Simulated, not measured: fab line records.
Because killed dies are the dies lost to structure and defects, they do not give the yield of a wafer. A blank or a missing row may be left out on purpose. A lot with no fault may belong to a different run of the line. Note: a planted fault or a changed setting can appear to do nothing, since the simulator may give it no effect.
fab line records | flow nand-harc
record lots=7 wafers=21 last-day=33
route steps=1302 shown A_CHANNEL_HOLE_D1@454 END@1302
lots untouched by any fault: they come from a run of this same line in which no faults occurred
start-h: hours from the record's first day to the start of the lot's first wafer shown | wait-h: hours elapsed since this lot's preceding step | " identical to the entry in the row above | L1.1+2: several wafers, shown together as one row | - no value, or no start was given | * or withheld: withheld | < > ~ a bound
route shown NAME@n: a module of which the file shows steps, and the number in the route of the first | usual: the fault-free wafers' mean and standard deviation | same: alike in all rows | chamber/n: place in a boat | sites: readings site by site | _std_site: the standard deviation of these | _edge_site: the outer-site mean with the inner-site mean subtracted | radius-mm: for every site, how far away it sits from the centre of the wafer | mask NAME#n: copy n | behind: the tool/chamber that last shaped the wafer | hold: why the lot was held/for how many hours/how that ended | device: whichever transistor did not switch (one of n, p or np) | end of line: the route-end tests of the same wafers | a step without rows: its recipe alone | killed: at the first sort, the dies lost to defects and structure; wafer yield is something else | map: per-die view of a wafer (x killed, . not killed, _ where there is no die)
set.NAME: the run value of the setting; set.NAME@STEP: its run value at that earlier step | model.NAME: the simulator's own value behind a step, which no gauge read
lots seen at some steps along the route; tables by step, rows by wafer
services: the hour from which a tool's chamber was out of use, counted from the record's first day as start-h (under 0 if before that day), plus the number of hours and why
## steps
# step NHARC_A_CHANNEL_HOLE_D1_COAT_36
# recipe temp-c=260 time-s=75
# step NHARC_A_CHANNEL_HOLE_D1_COAT_37
# recipe temp-c=225 time-s=65
# step NHARC_A_CHANNEL_HOLE_D1_COAT_04
# recipe spin-rpm=1500 resist-thk-nm=90
# step NHARC_A_CHANNEL_HOLE_D1_SOFTBAKE_05
# recipe temp-c=105 time-s=55
# step NHARC_A_CHANNEL_HOLE_D1_EBR_06
# step NHARC_A_CHANNEL_HOLE_D1_EXPOSE_07
# recipe na=1.35 target-cd-nm=100 sigma-outer=0.3 dose-mj=59.65 mask-id=HOLE_D1
# step NHARC_A_CHANNEL_HOLE_D1_PEB_08
# recipe peb-temp-c=100 peb-time-s=65
# step NHARC_A_CHANNEL_HOLE_D1_DEVELOP_09
# recipe develop-time-s=35 dev-temp-c=23
# step NHARC_A_CHANNEL_HOLE_D1_CD_MEAS_10
# recipe target-cd-nm=100 landing-energy-ev=500
# usual cd-nm=100.3/0.61
# columns lot.wafer tool chamber start-h wait-h cd-nm
L365.2 cd-sem-03 0 178.02 - 100.9
L365.3 " 0 " " 100.8
L365.4 " 0 " " 100.7
L375.2 cd-sem-01 0 284.35 - 99.9
L375.3 " 0 " " 101.1
L375.5 " 0 " " 100.7
L376.1 cd-sem-01 0 291.15 - 100.7
L376.4 " 0 " " 99.9
L376.6 " 0 " " 100.3
L377.4 cd-sem-02 0 295.69 - 98.7
L377.5 " 0 " " 99.7
L377.6 " 0 " " 99.1
L379.2 cd-sem-02 0 322.67 - 100.7
L379.4 " 0 " " 99.7
L379.5 " 0 " " 99.6
L383.2 cd-sem-03 0 362.57 - 99.1
L383.5 " 0 " " 99.6
L383.6 " 0 " " 99.5
L387.1 cd-sem-03 0 399.09 - 100.0
L387.2 " 0 " " 99.9
L387.5 " 0 " " 100.3
# step NHARC_A_CHANNEL_HOLE_D1_OVL_MEAS_11
# usual overlay-x-nm=0.1/0.75 overlay-y-nm=0.0/0.78
# columns lot.wafer tool chamber start-h wait-h overlay-x-nm overlay-y-nm
L365.2 overlay-02 - 178.11 - 0.6 1.5
L365.3 " - " " 0.6 0.6
L365.4 " - " " 0.9 1.3
L375.2 overlay-02 - 284.44 - 1.3 -0.2
L375.3 " - " " 1.6 0.0
L375.5 " - " " 1.2 0.1
L376.1 overlay-01 - 291.24 - 0.5 0.8
L376.4 " - " " 0.1 1.2
L376.6 " - " " 0.9 1.3
L377.4 overlay-01 - 295.77 - 0.6 0.1
L377.5 " - " " 0.7 0.3
L377.6 " - " " 0.9 -0.1
L379.2 overlay-01 - 322.76 - 0.0 1.5
L379.4 " - " " 0.1 1.2
L379.5 " - " " 0.3 0.8
L383.2 overlay-02 - 362.66 - -0.3 -0.7
L383.5 " - " " 0.1 -1.1
L383.6 " - " " 0.1 -0.9
L387.1 overlay-01 - 399.18 - 0.4 -0.2
L387.2 " - " " 0.7 -0.4
L387.5 " - " " 1.5 -0.7
# step NHARC_A_CHANNEL_HOLE_D1_INSPECT_12
# usual raw-defect-count=5.8/2.5
# columns lot.wafer tool chamber start-h wait-h raw-defect-count
L365.2 defect-inspect-02 - 178.14 0.0 8
L365.3 " - " " 3
L365.4 " - " " 7
L375.2 defect-inspect-02 - 284.47 0.0 4
L375.3 " - " " 10
L375.5 " - " " 14
L376.1 defect-inspect-01 - 291.28 0.0 8
L376.4 " - " " 4
L376.6 " - " " 5
L377.4 defect-inspect-01 - 295.81 0.0 2
L377.5 " - " " 6
L377.6 " - " " 6
L379.2 defect-inspect-01 - 322.80 0.0 7
L379.4 " - " " 6
L379.5 " - " " 8
L383.2 defect-inspect-02 - 362.70 0.0 5
L383.5 " - " " 11
L383.6 " - " " 2
L387.1 defect-inspect-02 - 399.22 0.0 7
L387.2 " - " " 3
L387.5 " - " " 8
# step NHARC_A_CHANNEL_HOLE_D1_DESCUM_15
# recipe time-s=3 o2-flow-sccm=200 ar-flow-sccm=0 bias-power-w=0 chemistry=O2
# usual drypump-motor-current-A=5.8/0.61 oes-product-au=1.002/0.013 rf-vpp-V=57.6/0.92 showerhead-plenum-p-Torr=1.87/0.062 throttle-valve-pct=11.312/0.0099
# columns lot.wafer tool chamber start-h wait-h drypump-motor-current-A oes-product-au rf-hours-counter-h rf-vpp-V showerhead-plenum-p-Torr throttle-valve-pct
L365.2 rie-diel-11 3 178.20 0.1 6.2 1.009 8 57.4 1.90 11.315
L365.3 " 0 " " 5.4 1.002 7 58.0 1.82 11.317
L365.4 " 2 " " 4.8 1.027 7 57.8 1.82 11.306
L375.3 rie-diel-11 1 284.78 0.3 6.5 0.983 1 60.0 1.90 11.289
L375.2 " 3 " " 6.2 1.002 1 57.5 1.89 11.298
L375.5 " 1 " " 6.5 0.992 - 57.4 1.90 11.311
L376.1 rie-diel-11 3 291.34 0.1 6.2 0.998 2 59.4 1.89 11.316
L376.4 " 0 " " 5.5 1.017 2 58.3 1.82 11.315
L376.6 " 0 " " 5.4 1.018 - 57.6 1.82 11.311
L377.4 rie-diel-11 2 295.89 0.1 4.8 0.994 2 55.9 1.82 11.320
L377.5 " 0 " " 5.5 1.018 - 58.8 1.82 11.321
L377.6 " 1 " " 6.4 0.995 - 58.9 1.89 11.297
L379.2 rie-diel-05 1 322.87 0.1 5.1 0.990 26 58.2 1.87 11.319
L379.4 " 2 " " 5.6 1.006 25 57.5 1.88 11.295
L379.5 " 0 " " 5.8 1.003 - 58.6 1.96 11.320
L383.2 rie-diel-11 3 362.76 0.1 6.2 0.999 9 58.1 1.89 11.318
L383.5 " 3 " " 6.2 0.994 - 57.4 1.89 11.317
L383.6 " 0 " " 5.5 1.024 - 59.1 1.82 11.313
L387.2 rie-diel-11 0 399.28 0.1 5.5 1.010 11 57.4 1.81 11.308
L387.1 " 1 " " 6.5 0.995 12 58.0 1.89 11.299
L387.5 " 0 " " 5.5 1.015 - 58.2 1.81 11.316
# step NHARC_A_CHANNEL_HOLE_D1_ETCH_38
# recipe target-depth-a=390 over-etch-frac=0.3 time-s=65 ion-energy-ev=80 cf4-flow-sccm=150 ar-flow-sccm=0 rf-w=300 bias-w=100 chemistry=CF4
# usual drypump-motor-current-A=5.8/0.63 oes-product-au=1.002/0.013 rf-vpp-V=150.8/1.1 showerhead-plenum-p-Torr=1.73/0.051 throttle-valve-pct=13.283/0.0081
# columns lot.wafer tool chamber start-h wait-h drypump-motor-current-A oes-product-au rf-hours-counter-h rf-vpp-V showerhead-plenum-p-Torr throttle-valve-pct
L365.2 rie-diel-11 1 178.29 0.1 6.5 0.988 7 151.5 1.76 13.269
L365.3 " 3 " " 6.2 0.999 8 151.2 1.75 13.274
L365.4 " 0 " " 5.5 1.006 7 150.8 1.69 13.282
L375.2 rie-diel-11 0 284.87 0.1 5.5 0.863 1 150.9 1.69 13.286
L375.3 " 1 " " 6.5 0.843 1 150.2 1.75 13.292
L375.5 " 3 " " 6.2 0.851 - 150.3 1.75 13.283
L376.4 rie-diel-11 1 291.42 0.1 6.5 0.849 2 150.3 1.75 13.287
L376.1 " 3 " " 6.2 0.854 2 151.0 1.75 13.285
L376.6 " 2 " " 4.8 0.854 - 149.7 1.69 13.271
L377.4 rie-diel-11 1 295.97 0.1 6.5 0.831 2 151.0 1.75 13.268
L377.6 " 2 " " 4.8 0.847 - 150.2 1.69 13.287
L377.5 " 3 " " 6.2 0.856 - 151.3 1.75 13.290
L379.2 rie-diel-05 1 322.95 0.1 5.1 0.989 26 152.1 1.73 13.280
L379.4 " 2 " " 5.5 1.005 25 149.7 1.74 13.279
L379.5 " 1 " " 5.1 0.980 - 151.8 1.73 13.278
L383.2 rie-diel-11 0 363.02 0.3 5.5 1.010 9 150.1 1.68 13.267
L383.6 " 3 " " 6.2 0.995 - 150.4 1.75 13.291
L383.5 " 1 " " 6.5 0.979 - 150.1 1.75 13.277
L387.1 rie-diel-11 2 399.38 0.1 4.8 0.999 11 151.2 1.68 13.276
L387.2 " 3 " " 6.2 1.012 13 149.8 1.75 13.276
L387.5 " 1 " " 6.5 0.992 - 150.6 1.75 13.273
# step NHARC_A_CHANNEL_HOLE_D1_ETCH_39
# recipe target-depth-a=2600 over-etch-frac=0.3 time-s=325 ion-energy-ev=200 n2-flow-sccm=150 h2-flow-sccm=150 ar-flow-sccm=0 rf-w=400 bias-w=150 chemistry=N2/H2
# usual drypump-motor-current-A=5.8/0.61 oes-product-au=1.002/0.014 rf-vpp-V=429.3/1.9 showerhead-plenum-p-Torr=1.99/0.063 throttle-valve-pct=14.170/0.009
# columns lot.wafer tool chamber start-h wait-h drypump-motor-current-A oes-product-au rf-hours-counter-h rf-vpp-V showerhead-plenum-p-Torr throttle-valve-pct
L365.2 rie-diel-11 0 - - 5.5 1.016 7 428.3 1.94 14.154
L365.4 " 1 " " 6.5 0.997 7 429.2 2.02 14.173
L365.3 " 2 " " 4.8 1.029 7 426.3 1.94 14.162
L375.2 rie-diel-11 0 - - 5.5 1.023 1 427.3 1.93 14.174
L375.3 " 1 " " 6.4 1.003 1 428.6 2.02 14.179
L375.5 " 0 " " 5.5 1.025 - 428.0 1.93 14.161
L376.1 rie-diel-11 1 - - 6.5 1.001 2 428.8 2.02 14.169
L376.4 " 2 " " 4.8 1.007 2 428.0 1.93 14.165
L376.6 " 2 " " 4.8 1.008 - 427.8 1.93 14.164
L377.4 rie-diel-11 0 - - 5.5 1.028 3 428.2 1.93 14.162
L377.5 " 3 " " 6.2 1.017 - 431.1 2.02 14.166
L377.6 " 0 " " 5.5 1.025 - 427.5 1.93 14.156
L379.2 rie-diel-05 1 - - 5.1 0.988 27 430.3 1.99 14.173
L379.4 " 2 " " 5.5 1.002 25 429.8 2.01 14.180
L379.5 " 2 " " 5.5 1.005 - 429.8 2.01 14.155
L383.2 rie-diel-11 0 - - 5.5 1.017 9 426.8 1.93 14.166
L383.5 " 3 " " 6.2 0.988 - 430.1 2.01 14.168
L383.6 " 0 " " 5.5 1.018 - 426.4 1.93 14.159
L387.2 rie-diel-11 0 - - 5.5 1.019 11 427.5 1.93 14.171
L387.1 " 1 " " 6.5 0.982 12 431.3 2.02 14.160
L387.5 " 1 " " 6.5 0.994 - 430.3 2.02 14.180
# step NHARC_END_SORT_01
# recipe temp-c=25
# usual killed-at-array=52/17 killed-at-other=1.2/1.4 killed-at-periphery=4.7/2.9 killed-dies=58/17 killed-open=3.2/1.9 killed-short=2.4/1.4
# same gross-dies=677
# columns lot.wafer tool chamber start-h wait-h killed-at-array killed-at-other killed-at-periphery killed-dies killed-open killed-short
L375.2 prober-01 0 656.38 2.8 52 1 11 64 4 4
L375.3 prober-01 0 657.18 3.1 82 2 10 94 4 3
L375.5 prober-01 0 658.77 3.7 50 2 14 66 7 1
L376.1 prober-01 0 666.97 2.5 69 3 1 73 5 2
L376.4 prober-01 0 669.40 3.4 88 2 2 92 0 1
L376.6 prober-01 0 671.02 4.0 78 2 3 83 6 1
L377.4 prober-02 0 670.91 3.4 44 1 5 50 5 3
L377.5 prober-02 0 671.71 3.7 47 3 5 55 3 5
L377.6 prober-02 0 672.51 4.0 50 1 3 54 6 0
# killed by level:class
L375.2 A_SLIT:chamber-film-flake=20 A_CHANNEL_HOLE_D1:area-etch=10 A_CHANNEL_HOLE_D1:chamber-film-flake=8 P_GATE:chamber-film-flake=6 A_CHANNEL_HOLE_D2:unspecified=3 A_CHANNEL_FILL_D2:geometric-particle:short=2 P_STI:chamber-film-flake=2 A_DECK1_JOINT:chamber-film-flake=2
L375.3 A_CHANNEL_HOLE_D1:area-etch=33 A_SLIT:chamber-film-flake=31 P_GATE:chamber-film-flake=7 A_CHANNEL_HOLE_D1:chamber-film-flake=5 A_CONTACT:chamber-film-flake=4 A_CHANNEL_FILL_D1:geometric-particle:short=2 A_WL_FILL:geometric-particle:open=2 P_STI:chamber-film-flake=2
L375.5 A_SLIT:chamber-film-flake=23 A_CHANNEL_HOLE_D1:area-etch=9 P_GATE:chamber-film-flake=7 A_CONTACT:chamber-film-flake=5 P_STI:chamber-film-flake=3 A_CHANNEL_HOLE_D1:chamber-film-flake=3 A_SGD_CUT:geometric-particle:open=2 THIN_TSV:chamber-film-flake=2
L376.1 A_CHANNEL_HOLE_D1:chamber-film-flake=25 A_SLIT:chamber-film-flake=17 A_CHANNEL_HOLE_D1:area-etch=15 THIN_TSV:chamber-film-flake=3 A_CHANNEL_FILL_D1:geometric-particle:open=2 A_STAIRCASE:chamber-film-flake=2 A_ONON_D2:geometric-particle:open=1 A_ONON_D2:geometric-particle:short=1
L376.4 A_SLIT:chamber-film-flake=34 A_CHANNEL_HOLE_D1:chamber-film-flake=27 A_CHANNEL_HOLE_D1:area-etch=19 A_STAIRCASE:chamber-film-flake=4 P_GATE:chamber-film-flake=2 THIN_TSV:chamber-film-flake=2 A_CHANNEL_FILL_D1:geometric-particle:short=1 A_CONTACT:chamber-film-flake=1
L377.4 A_CHANNEL_HOLE_D2:chamber-film-flake=14 A_CONTACT:chamber-film-flake=10 A_CHANNEL_HOLE_D1:area-etch=8 A_CHANNEL_HOLE_D1:chamber-film-flake=3 P_M0:geometric-particle:short=2 P_CONTACT:chamber-film-flake=2 A_CHANNEL_FILL_D2:chamber-film-flake=2 P_CONTACT:geometric-particle:open=1
L376.6 A_SLIT:chamber-film-flake=38 A_CHANNEL_HOLE_D1:chamber-film-flake=22 A_CHANNEL_HOLE_D1:area-etch=6 A_ONON_D1:geometric-particle:open=2 A_BLC:chamber-film-flake=2 THIN_TSV:chamber-film-flake=2 P_CONTACT:geometric-particle:open=1 P_M1:geometric-particle:open=1
L377.5 A_CHANNEL_HOLE_D1:area-etch=16 A_CHANNEL_HOLE_D2:chamber-film-flake=10 A_CHANNEL_HOLE_D1:chamber-film-flake=9 A_WL_FILL:chamber-film-flake=3 THIN_TSV:chamber-film-flake=3 A_ONON_D1:geometric-particle:short=2 P_GATE:geometric-particle:short=1 P_CONTACT:geometric-particle:open=1
L377.6 A_CHANNEL_HOLE_D2:chamber-film-flake=20 A_CONTACT:chamber-film-flake=8 A_CHANNEL_HOLE_D1:chamber-film-flake=4 A_SLIT:chamber-film-flake=3 A_BLC:chamber-film-flake=3 A_CHANNEL_HOLE_D1:area-etch=3 P_GATE:geometric-particle:open=2 A_M0:geometric-particle:open=2
## services
# columns tool chamber start-h hours kind
rie-diel-11 0 161.01 - clean
rie-diel-11 1 161.01 - clean
rie-diel-11 2 161.01 - clean
rie-diel-11 3 161.01 - clean
rie-diel-11 0 185.52 - clean
rie-diel-11 1 185.52 - clean
rie-diel-11 2 185.52 - clean
rie-diel-11 3 185.52 - clean
rie-diel-11 0 210.02 - clean
rie-diel-11 1 210.02 - clean
rie-diel-11 2 210.02 - clean
rie-diel-11 3 210.02 - clean
rie-diel-11 1 222.13 6.3 repair
rie-diel-05 - 231.94 9.0 pm
rie-diel-11 0 234.52 - clean
rie-diel-11 1 234.52 - clean
rie-diel-11 2 234.52 - clean
rie-diel-11 3 234.52 - clean
rie-diel-11 - 255.51 9.0 pm
rie-diel-05 0 271.40 9.3 repair
rie-diel-11 2 277.51 4.8 repair
rie-diel-11 2 350.93 13.2 repair
rie-diel-11 0 377.43 8.8 repair
rie-diel-11 - 388.55 0.5 repair
## key
first-sign step=NHARC_A_CHANNEL_HOLE_D1_ETCH_38 reading=oes-product-au direction=down sigmas=12 usual=1.002 struck=0.850
effect none on later readings
met-at NHARC_A_CHANNEL_HOLE_D1_ETCH_38
struck-wafers L375.2,L375.3,L375.5,L376.1,L376.4,L376.6,L377.4,L377.5,L377.6
tester-left-out L375,L376,L377
onset-between 178.29 284.87
fault kind=process-parameter-drift tool=rie-diel-11 chamber=- onset-h=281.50 steps=NHARC_A_CHANNEL_HOLE_D1_ETCH_38 channel=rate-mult offset=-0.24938 shape=step end-h=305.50
# tester-left-out: of these lots the tester's yield and bins aren't shown, on N5 and GAA mostly nor the transistor test; their killed dies are dies lost to structure and defects alone, not to doping, threshold or leakage, so they don't give the yield
